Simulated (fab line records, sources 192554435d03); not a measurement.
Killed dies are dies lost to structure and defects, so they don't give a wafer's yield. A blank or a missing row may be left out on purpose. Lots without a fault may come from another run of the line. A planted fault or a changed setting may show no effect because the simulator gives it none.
Which tool did it? | flow n5_finfet | 20 lots, 60 wafers sampled, at 6 steps of a route of 1938

WHAT THE GAUGES READ, wafer by wafer
The record holds no reading of a measuring or inspecting step that can be judged against a usual standard deviation.

WHICH TOOL RAN EACH LOT (tool, then ch and the chambers of the sampled wafers, then the start)
lot  | N5_BEOL_M2_ETCH_63                 | N5_BEOL_M2_ETCH_69                 | N5_BEOL_M2_TRENCH_ETCH_37                     | N5_BEOL_M2_STRIP_97                           | N5_BEOL_M2_ALD_84                   | N5_BEOL_M2_SPUTTER_88
L074 | rie_diel-01 ch 0,1,3, day 6 11:17  | rie_diel-05 ch 0,2, day 6 12:10    | rie_diel-01 ch 0,2, day 7 07:07 or earlier    | rie_diel-01 ch 0,2, day 7 07:07 or earlier    | ald_metal-02 ch 0,1,3, day 7 07:07  | pvd_sputter-01, day 7 08:39
L076 | rie_diel-01 ch 0,1,2, day 7 17:51  | rie_diel-05 ch 2,3, day 7 19:01    | rie_diel-05 ch 1,2, day 7 20:41 or earlier    | rie_diel-05 ch 1,2, day 7 20:41 or earlier    | ald_metal-02 ch 1,3, day 7 20:41    | pvd_sputter-01, day 7 23:15
L075 | rie_diel-06 ch 0,1,3, day 7 17:55  | rie_diel-06 ch 1,2,3, day 7 19:05  | rie_diel-05 ch 1,2, day 8 00:35 or earlier    | rie_diel-05 ch 1,2, day 8 00:35 or earlier    | ald_metal-01 ch 0,1,2, day 8 00:35  | pvd_sputter-01, day 8 03:55
L078 | rie_diel-06 ch 0,1,3, day 7 23:57  | rie_diel-06 ch 0,1,2, day 8 00:54  | rie_diel-01 ch 0,1,2, day 8 05:33 or earlier  | rie_diel-01 ch 0,1,2, day 8 05:33 or earlier  | ald_metal-03 ch 0,1,3, day 8 05:33  | pvd_sputter-03, day 8 06:52
L079 | rie_diel-06 ch 1,2,3, day 8 04:13  | rie_diel-05 ch 1,2,3, day 8 05:26  | rie_diel-05 ch 0,1,2, day 8 12:32 or earlier  | rie_diel-05 ch 0,1,2, day 8 12:32 or earlier  | ald_metal-02 ch 1,2, day 8 12:32    | pvd_sputter-03, day 8 13:59
L081 | rie_diel-06 ch 1,2,3, day 8 05:23  | rie_diel-05 ch 0,2,3, day 8 06:17  | rie_diel-05 ch 1,2,3, day 8 09:44 or earlier  | rie_diel-05 ch 1,2,3, day 8 09:44 or earlier  | ald_metal-02 ch 0,3, day 8 09:44    | pvd_sputter-01, day 8 11:29
L080 | rie_diel-06 ch 2,3, day 8 05:41    | rie_diel-01 ch 0,1, day 8 06:42    | rie_diel-05 ch 1,2,3, day 8 12:53 or earlier  | rie_diel-05 ch 1,2,3, day 8 12:53 or earlier  | ald_metal-03 ch 0,2,3, day 8 12:53  | pvd_sputter-03, day 8 15:59
L082 | rie_diel-05 ch 0,2,3, day 9 05:22  | rie_diel-01 ch 0,1,2, day 9 06:14  | rie_diel-05 ch 0,2,3, day 9 23:28 or earlier  | rie_diel-05 ch 0,2,3, day 9 23:28 or earlier  | ald_metal-01 ch 0,2,3, day 9 23:28  | pvd_sputter-02, day 10 00:56
L083 | rie_diel-01 ch 0,3, day 9 06:52    | rie_diel-01 ch 0,1,2, day 9 07:45  | rie_diel-05 ch 0,2,3, day 9 17:40 or earlier  | rie_diel-05 ch 0,2,3, day 9 17:40 or earlier  | ald_metal-02 ch 2,3, day 9 17:40    | pvd_sputter-03, day 9 19:05
L084 | rie_diel-05 ch 2,3, day 9 07:21    | rie_diel-06 ch 0,3, day 9 08:28    | rie_diel-01 ch 0,1, day 10 01:28 or earlier   | rie_diel-01 ch 0,1, day 10 01:28 or earlier   | ald_metal-02 ch 0,3, day 10 01:28   | pvd_sputter-03, day 10 02:58
L085 | rie_diel-06 ch 0,1,3, day 9 15:58  | rie_diel-05 ch 2,3, day 9 16:50    | rie_diel-01 ch 0,1,2, day 10 01:46 or earlier | rie_diel-01 ch 0,1,2, day 10 01:46 or earlier | ald_metal-01 ch 0,3, day 10 01:46   | pvd_sputter-02, day 10 04:42
L086 | rie_diel-05 ch 0,1,2, day 9 18:13  | rie_diel-05 ch 0,2, day 9 19:20    | rie_diel-01 ch 2,3, day 10 04:25 or earlier   | rie_diel-01 ch 2,3, day 10 04:25 or earlier   | ald_metal-01 ch 0,1,2, day 10 04:25 | pvd_sputter-03, day 10 06:07
L088 | rie_diel-01 ch 0,1,2, day 9 22:19  | rie_diel-06 ch 0,2,3, day 9 23:13  | rie_diel-01 ch 0,2,3, day 10 05:54 or earlier | rie_diel-01 ch 0,2,3, day 10 05:54 or earlier | ald_metal-01 ch 0,1,2, day 10 05:54 | pvd_sputter-03, day 10 07:58
L089 | rie_diel-06 ch 0,1, day 10 06:12   | rie_diel-01 ch 0,1,2, day 10 07:19 | rie_diel-06 ch 0,1, day 10 18:37 or earlier   | rie_diel-06 ch 0,1, day 10 18:37 or earlier   | ald_metal-01 ch 0,1, day 10 18:37   | pvd_sputter-02, day 10 19:58
L091 | rie_diel-01 ch 0,1,3, day 10 19:58 | rie_diel-06 ch 0,3, day 10 20:58   | rie_diel-06 ch 0,2,3, day 11 03:32 or earlier | rie_diel-06 ch 0,2,3, day 11 03:32 or earlier | ald_metal-01 ch 1,3, day 11 03:32   | pvd_sputter-03, day 11 06:20
L092 | rie_diel-05 ch 1,2,3, day 11 04:16 | rie_diel-05 ch 0,1, day 11 05:08   | rie_diel-01 ch 0,1,3, day 11 16:34 or earlier | rie_diel-01 ch 0,1,3, day 11 16:34 or earlier | ald_metal-03 ch 0,1,2, day 11 16:34 | pvd_sputter-03, day 11 18:04
L093 | rie_diel-05 ch 0,2, day 11 08:08   | rie_diel-06 ch 1,2, day 11 09:03   | rie_diel-01 ch 2,3, day 11 17:40 or earlier   | rie_diel-01 ch 2,3, day 11 17:40 or earlier   | ald_metal-03 ch 0,1, day 11 17:40   | pvd_sputter-02, day 11 19:26
L094 | rie_diel-01 ch 3, day 12 10:31     | rie_diel-06 ch 0,1,2, day 12 11:41 | rie_diel-06 ch 0,1,3, day 12 22:07 or earlier | rie_diel-06 ch 0,1,3, day 12 22:07 or earlier | ald_metal-01 ch 1,2,3, day 12 22:07 | pvd_sputter-03, day 13 00:13
L096 | rie_diel-01 ch 1,2,3, day 12 17:14 | rie_diel-01 ch 1,2,3, day 12 18:34 | rie_diel-05 ch 0,1,3, day 13 01:22 or earlier | rie_diel-05 ch 0,1,3, day 13 01:22 or earlier | ald_metal-01 ch 0,1,2, day 13 01:22 | pvd_sputter-01, day 13 02:49
L097 | rie_diel-01 ch 1,2,3, day 12 18:16 | rie_diel-01 ch 1,2,3, day 12 19:11 | rie_diel-01 ch 1,3, day 12 21:46 or earlier   | rie_diel-01 ch 1,3, day 12 21:46 or earlier   | ald_metal-03 ch 1,2, day 12 21:46   | pvd_sputter-01, day 12 23:12
- N5_BEOL_M2_ETCH_63: etches SiARC in CF4, target depth 15.6 nm, time 26 s.
- N5_BEOL_M2_ETCH_69: etches SiARC in CF4, target depth 15.6 nm, time 26 s.
- N5_BEOL_M2_TRENCH_ETCH_37: etches SiOC in C4F6/O2, target depth 55.555 nm, time 29.2 s.
- N5_BEOL_M2_STRIP_97: strips in N2/H2, time 10 s.
- N5_BEOL_M2_ALD_84: deposits TaN, pulse time 2 s, purge time 3 s, co reactant purge time 2 s.
- N5_BEOL_M2_SPUTTER_88: material Cu, target thk 4.5 nm, time 8.29 s.

WHAT THE TOOLS THEMSELVES READ (means of the sampled wafers that have a number; where no wafer has one, the mark that the record gives instead)
N5_BEOL_M2_ETCH_63. Usual: drypump_motor_current_A 5.6 A, standard deviation 0.44; etch_rf_on_time_s 25.7 s, standard deviation 0.82; oes_product_au 0.66 a.u., standard deviation 0.072; rf_vpp_V 184.1 V, standard deviation 1.3; showerhead_plenum_p_Torr 2.14 Torr, standard deviation 0.071; throttle_valve_pct 15.58 %, standard deviation 0.2.
lot  | tool        | drypump_motor_current_A (A) | etch_rf_on_time_s (s) | oes_product_au (a.u.) | rf_vpp_V (V) | showerhead_plenum_p_Torr (Torr) | throttle_valve_pct (%) | flag
L074 | rie_diel-01 | 6.0                         | 26.2                  | 0.61                  | 183.8        | 2.15                            | 15.63                  |
L076 | rie_diel-01 | 5.5                         | 26.0                  | 0.65                  | 184.5        | 2.14                            | 15.61                  |
L075 | rie_diel-06 | 5.5                         | 25.5                  | 0.71                  | 184.4        | 2.14                            | 15.57                  |
L078 | rie_diel-06 | 5.5                         | 25.4                  | 0.71                  | 183.9        | 2.14                            | 15.57                  |
L079 | rie_diel-06 | 5.6                         | 25.8                  | 0.73                  | 183.8        | 2.14                            | 15.51                  |
L081 | rie_diel-06 | 5.6                         | 25.6                  | 0.74                  | 184.4        | 2.14                            | 15.50                  |
L080 | rie_diel-06 | 5.7                         | 25.1                  | 0.71                  | 184.5        | 2.13                            | 15.57                  |
L082 | rie_diel-05 | 5.2                         | 26.3                  | 0.64                  | 184.3        | 2.14                            | 15.62                  |
L083 | rie_diel-01 | 5.7                         | 25.7                  | 0.60                  | 184.5        | 2.19                            | 15.64                  |
L084 | rie_diel-05 | 5.1                         | 26.6                  | 0.64                  | 184.8        | 2.18                            | 15.61                  |
L085 | rie_diel-06 | 5.5                         | 25.5                  | 0.69                  | 183.8        | 2.13                            | 15.62                  |
L086 | rie_diel-05 | 5.3                         | 26.1                  | 0.63                  | 185.8        | 2.19                            | 15.59                  |
L088 | rie_diel-01 | 5.5                         | 25.7                  | 0.64                  | 184.4        | 2.13                            | 15.64                  |
L089 | rie_diel-06 | 5.6                         | 24.7                  | 0.70                  | 183.0        | 2.07                            | 15.65                  |
L091 | rie_diel-01 | 5.9                         | 26.0                  | 0.59                  | 185.1        | 2.14                            | 15.69                  |
L092 | rie_diel-05 | 5.2                         | 25.8                  | 0.68                  | 185.1        | 2.19                            | 15.54                  |
L093 | rie_diel-05 | 5.3                         | 26.5                  | 0.58                  | 184.2        | 2.13                            | 15.75                  |
L094 | rie_diel-01 | 6.6                         | 26.6                  | 0.56                  | 185.0        | 2.19                            | 15.43                  |
L096 | rie_diel-01 | 6.0                         | 26.1                  | 0.62                  | 183.3        | 2.13                            | 15.55                  |
L097 | rie_diel-01 | 6.0                         | 26.1                  | 0.61                  | 184.1        | 2.12                            | 15.55                  |

N5_BEOL_M2_ETCH_69. Usual: drypump_motor_current_A 5.6 A, standard deviation 0.4; etch_rf_on_time_s 25.7 s, standard deviation 0.83; oes_product_au 0.67 a.u., standard deviation 0.072; rf_vpp_V 184.0 V, standard deviation 1.2; showerhead_plenum_p_Torr 2.14 Torr, standard deviation 0.068; throttle_valve_pct 15.57 %, standard deviation 0.19.
lot  | tool        | drypump_motor_current_A (A) | etch_rf_on_time_s (s) | oes_product_au (a.u.) | rf_vpp_V (V) | showerhead_plenum_p_Torr (Torr) | throttle_valve_pct (%) | flag
L074 | rie_diel-05 | 5.2                         | 26.6                  | 0.61                  | 183.9        | 2.19                            | 15.66                  |
L076 | rie_diel-05 | 5.2                         | 26.6                  | 0.69                  | 183.9        | 2.15                            | 15.52                  |
L075 | rie_diel-06 | 5.6                         | 25.8                  | 0.74                  | 184.3        | 2.14                            | 15.51                  |
L078 | rie_diel-06 | 5.6                         | 25.0                  | 0.75                  | 183.5        | 2.08                            | 15.54                  |
L079 | rie_diel-05 | 5.2                         | 26.1                  | 0.69                  | 184.8        | 2.19                            | 15.49                  |
L081 | rie_diel-05 | 5.2                         | 26.1                  | 0.64                  | 184.8        | 2.14                            | 15.61                  |
L080 | rie_diel-01 | 5.5                         | 25.7                  | 0.61                  | 184.5        | 2.14                            | 15.79                  |
L082 | rie_diel-01 | 5.5                         | 25.4                  | 0.64                  | 184.6        | 2.13                            | 15.63                  |
L083 | rie_diel-01 | 5.5                         | 25.2                  | 0.64                  | 184.5        | 2.13                            | 15.63                  |
L084 | rie_diel-06 | 5.5                         | 25.9                  | 0.63                  | 183.6        | 2.18                            | 15.71                  |
L085 | rie_diel-05 | 5.2                         | 26.5                  | 0.67                  | 183.3        | 2.14                            | 15.54                  |
L086 | rie_diel-05 | 5.3                         | 26.2                  | 0.59                  | 184.4        | 2.14                            | 15.72                  |
L088 | rie_diel-06 | 5.6                         | 25.0                  | 0.67                  | 184.4        | 2.13                            | 15.66                  |
L089 | rie_diel-01 | 5.5                         | 25.6                  | 0.64                  | 183.6        | 2.13                            | 15.65                  |
L091 | rie_diel-06 | 5.5                         | 26.0                  | 0.62                  | 184.0        | 2.17                            | 15.72                  |
L092 | rie_diel-05 | 5.3                         | 25.5                  | 0.67                  | 185.3        | 2.19                            | 15.50                  |
L093 | rie_diel-06 | 5.7                         | 24.6                  | 0.75                  | 183.2        | 2.08                            | 15.52                  |
L094 | rie_diel-06 | 5.7                         | 25.0                  | 0.71                  | 183.2        | 2.07                            | 15.62                  |
L096 | rie_diel-01 | 6.0                         | 26.3                  | 0.61                  | 184.0        | 2.13                            | 15.57                  |
L097 | rie_diel-01 | 6.0                         | 26.1                  | 0.61                  | 183.4        | 2.13                            | 15.55                  |

N5_BEOL_M2_TRENCH_ETCH_37. Usual: drypump_motor_current_A 5.5 A, standard deviation 0.43; oes_product_au 0.77 a.u., standard deviation 0.083; rf_vpp_V 667 V, standard deviation 24; showerhead_plenum_p_Torr 2.86 Torr, standard deviation 0.088; throttle_valve_pct 20.80 %, standard deviation 0.21.
lot  | tool        | drypump_motor_current_A (A) | oes_product_au (a.u.) | rf_vpp_V (V) | showerhead_plenum_p_Torr (Torr) | throttle_valve_pct (%) | flag
L074 | rie_diel-01 | 5.2                         | 0.76                  | 649          | 2.91                            | 20.78                  |
L076 | rie_diel-05 | 5.2                         | 0.82                  | 697          | 2.99                            | 20.66                  |
L075 | rie_diel-05 | 5.2                         | 0.82                  | 696          | 2.98                            | 20.66                  |
L078 | rie_diel-01 | 5.5                         | 0.76                  | 647          | 2.85                            | 20.91                  |
L079 | rie_diel-05 | 5.2                         | 0.75                  | 682          | 2.92                            | 20.79                  |
L081 | rie_diel-05 | 5.2                         | 0.82                  | 702          | 2.92                            | 20.73                  |
L080 | rie_diel-05 | 5.2                         | 0.81                  | 702          | 2.92                            | 20.74                  |
L082 | rie_diel-05 | 5.2                         | 0.74                  | 688          | 2.85                            | 20.87                  |
L083 | rie_diel-05 | 5.2                         | 0.75                  | 687          | 2.85                            | 20.86                  |
L084 | rie_diel-01 | 5.7                         | 0.71                  | 641          | 2.80                            | 21.14                  |
L085 | rie_diel-01 | 5.5                         | 0.74                  | 647          | 2.85                            | 20.94                  |
L086 | rie_diel-01 | 6.2                         | 0.73                  | 653          | 2.91                            | 20.56                  |
L088 | rie_diel-01 | 5.7                         | 0.74                  | 651          | 2.90                            | 20.69                  |
L089 | rie_diel-06 | 5.5                         | 0.81                  | 657          | 2.75                            | 20.88                  |
L091 | rie_diel-06 | 5.7                         | 0.77                  | 659          | 2.82                            | 20.91                  |
L092 | rie_diel-01 | 5.9                         | 0.68                  | 647          | 2.85                            | 20.91                  |
L093 | rie_diel-01 | 6.2                         | 0.71                  | 654          | 2.90                            | 20.57                  |
L094 | rie_diel-06 | 5.6                         | 0.78                  | 654          | 2.82                            | 20.86                  |
L096 | rie_diel-05 | 5.3                         | 0.86                  | 690          | 2.85                            | 20.67                  |
L097 | rie_diel-01 | 6.4                         | 0.67                  | 650          | 2.85                            | 20.80                  |

N5_BEOL_M2_STRIP_97. Usual: drypump_motor_current_A 5.5 A, standard deviation 0.43; h2_flow_sccm 200.0 sccm, standard deviation 0.57; oes_product_au 0.77 a.u., standard deviation 0.081; rf_vpp_V 59.3 V, standard deviation 0.83; showerhead_plenum_p_Torr 2.55 Torr, standard deviation 0.08; throttle_valve_pct 23.4 %, standard deviation 0.37.
lot  | tool        | drypump_motor_current_A (A) | h2_flow_sccm (sccm) | oes_product_au (a.u.) | rf_vpp_V (V) | showerhead_plenum_p_Torr (Torr) | throttle_valve_pct (%) | flag
L074 | rie_diel-01 | 5.2                         | 199.4               | 0.77                  | 59.4         | 2.59                            | 23.5                   |
L076 | rie_diel-05 | 5.2                         | 200.4               | 0.81                  | 59.7         | 2.65                            | 23.2                   |
L075 | rie_diel-05 | 5.2                         | 200.0               | 0.81                  | 59.8         | 2.65                            | 23.2                   |
L078 | rie_diel-01 | 5.5                         | 199.9               | 0.76                  | 59.2         | 2.53                            | 23.7                   |
L079 | rie_diel-05 | 5.3                         | 200.3               | 0.75                  | 59.0         | 2.61                            | 23.5                   |
L081 | rie_diel-05 | 5.2                         | 199.8               | 0.81                  | 59.4         | 2.59                            | 23.3                   |
L080 | rie_diel-05 | 5.2                         | 200.6               | 0.81                  | 58.3         | 2.59                            | 23.3                   |
L082 | rie_diel-05 | 5.2                         | 200.5               | 0.75                  | 59.4         | 2.54                            | 23.6                   |
L083 | rie_diel-05 | 5.2                         | 199.7               | 0.75                  | 59.4         | 2.54                            | 23.6                   |
L084 | rie_diel-01 | 5.8                         | 200.1               | 0.71                  | 59.8         | 2.48                            | 23.9                   |
L085 | rie_diel-01 | 5.5                         | 199.9               | 0.75                  | 59.8         | 2.52                            | 23.7                   |
L086 | rie_diel-01 | 6.2                         | 200.2               | 0.73                  | 59.1         | 2.58                            | 22.9                   |
L088 | rie_diel-01 | 5.7                         | 200.3               | 0.74                  | 59.7         | 2.58                            | 23.3                   |
L089 | rie_diel-06 | 5.6                         | 200.0               | 0.82                  | 58.5         | 2.45                            | 23.6                   |
L091 | rie_diel-06 | 5.6                         | 199.6               | 0.76                  | 58.8         | 2.50                            | 23.4                   |
L092 | rie_diel-01 | 5.9                         | 200.3               | 0.69                  | 60.0         | 2.53                            | 23.6                   |
L093 | rie_diel-01 | 6.2                         | 200.1               | 0.73                  | 59.1         | 2.57                            | 23.0                   |
L094 | rie_diel-06 | 5.6                         | 199.8               | 0.79                  | 58.2         | 2.51                            | 23.5                   |
L096 | rie_diel-05 | 5.3                         | 199.8               | 0.85                  | 59.3         | 2.54                            | 23.3                   |
L097 | rie_diel-01 | 6.4                         | 199.6               | 0.68                  | 60.0         | 2.52                            | 23.2                   |

N5_BEOL_M2_ALD_84. Usual: chamber_pressure_Torr 2.999 Torr, standard deviation 0.0067; heater_power_w 427 W, standard deviation 34; precursor_vessel_carrier_sccm 1000.0 sccm, standard deviation 3; precursor_vessel_pressure_torr 26.25 Torr, standard deviation 0.052.
lot  | tool         | chamber_pressure_Torr (Torr) | heater_power_w (W) | precursor_vessel_carrier_sccm (sccm) | precursor_vessel_pressure_torr (Torr) | flag
L074 | ald_metal-02 | 2.995                        | 419                | 999.0                                | 26.22                                 |
L076 | ald_metal-02 | 3.004                        | 425                | 997.8                                | 26.30                                 |
L075 | ald_metal-01 | 3.000                        | 426                | 998.7                                | 26.23                                 |
L078 | ald_metal-03 | 2.994                        | 438                | 997.4                                | 26.26                                 |
L079 | ald_metal-02 | 2.992                        | 418                | 999.0                                | 26.23                                 |
L081 | ald_metal-02 | 3.001                        | 412                | 998.2                                | 26.25                                 |
L080 | ald_metal-03 | 3.001                        | 446                | 1002.4                               | 26.22                                 |
L082 | ald_metal-01 | 2.998                        | 416                | 1002.3                               | 26.27                                 |
L083 | ald_metal-02 | 3.001                        | 436                | 998.8                                | 26.25                                 |
L084 | ald_metal-02 | 2.998                        | 435                | 1003.7                               | 26.20                                 |
L085 | ald_metal-01 | 3.001                        | 416                | 999.1                                | 26.20                                 |
L086 | ald_metal-01 | 3.005                        | 424                | 1001.2                               | 26.24                                 |
L088 | ald_metal-01 | 2.993                        | 421                | 998.0                                | 26.25                                 |
L089 | ald_metal-01 | 3.000                        | 430                | 1000.0                               | 26.22                                 |
L091 | ald_metal-01 | 3.003                        | 413                | 999.1                                | 26.23                                 |
L092 | ald_metal-03 | 3.007                        | 489                | 1001.3                               | 26.24                                 |
L093 | ald_metal-03 | 2.997                        | 478                | 1000.5                               | 26.28                                 |
L094 | ald_metal-01 | 3.001                        | 397                | 996.9                                | 26.26                                 |
L096 | ald_metal-01 | 2.991                        | 418                | 997.4                                | 26.23                                 |
L097 | ald_metal-03 | 2.999                        | 476                | 1001.3                               | 26.20                                 |

N5_BEOL_M2_SPUTTER_88. Usual: chuck_gas_flow_sccm 1.26 sccm, standard deviation 0.05; throttle_valve_pct 29.9 %, standard deviation 0.85.
lot  | tool           | chuck_gas_flow_sccm (sccm) | throttle_valve_pct (%) | flag
L074 | pvd_sputter-01 | 1.27                       | 30.2                   |
L076 | pvd_sputter-01 | 1.27                       | 30.5                   |
L075 | pvd_sputter-01 | 1.27                       | 30.3                   |
L078 | pvd_sputter-03 | 1.32                       | 29.6                   |
L079 | pvd_sputter-03 | 1.26                       | 29.5                   |
L081 | pvd_sputter-01 | 1.24                       | 30.9                   |
L080 | pvd_sputter-03 | 1.20                       | 29.1                   |
L082 | pvd_sputter-02 | 1.24                       | 30.3                   |
L083 | pvd_sputter-03 | 1.20                       | 29.2                   |
L084 | pvd_sputter-03 | 1.27                       | 29.5                   |
L085 | pvd_sputter-02 | 1.26                       | 29.8                   |
L086 | pvd_sputter-03 | 1.22                       | 29.7                   |
L088 | pvd_sputter-03 | 1.26                       | 29.6                   |
L089 | pvd_sputter-02 | 1.25                       | 29.9                   |
L091 | pvd_sputter-03 | 1.31                       | 29.1                   |
L092 | pvd_sputter-03 | 1.27                       | 29.3                   |
L093 | pvd_sputter-02 | 1.26                       | 30.0                   |
L094 | pvd_sputter-03 | 1.30                       | 29.5                   |
L096 | pvd_sputter-01 | 1.20                       | 30.5                   |
L097 | pvd_sputter-01 | 1.23                       | 30.5                   |

THE ANSWER, worked out from the rows above alone
Rule: a lot is off if the mean of its wafers that have a number lies more than 3 standard deviations from the usual mean. A lot without any number at a reading at which 4 lots or more have one is off too. The other lots that the step has rows for count as sound. The gauges are gone through in route order, then the tools' own readings, and for those a lot's mean is taken as printed above. The first step at which some lot is off is used, and at that step the reading that is off furthest; a lot without a number counts as furthest.
No lot is off at any reading shown: from this, nothing can be told.

WHAT THE SIMULATOR HAD PUT IN
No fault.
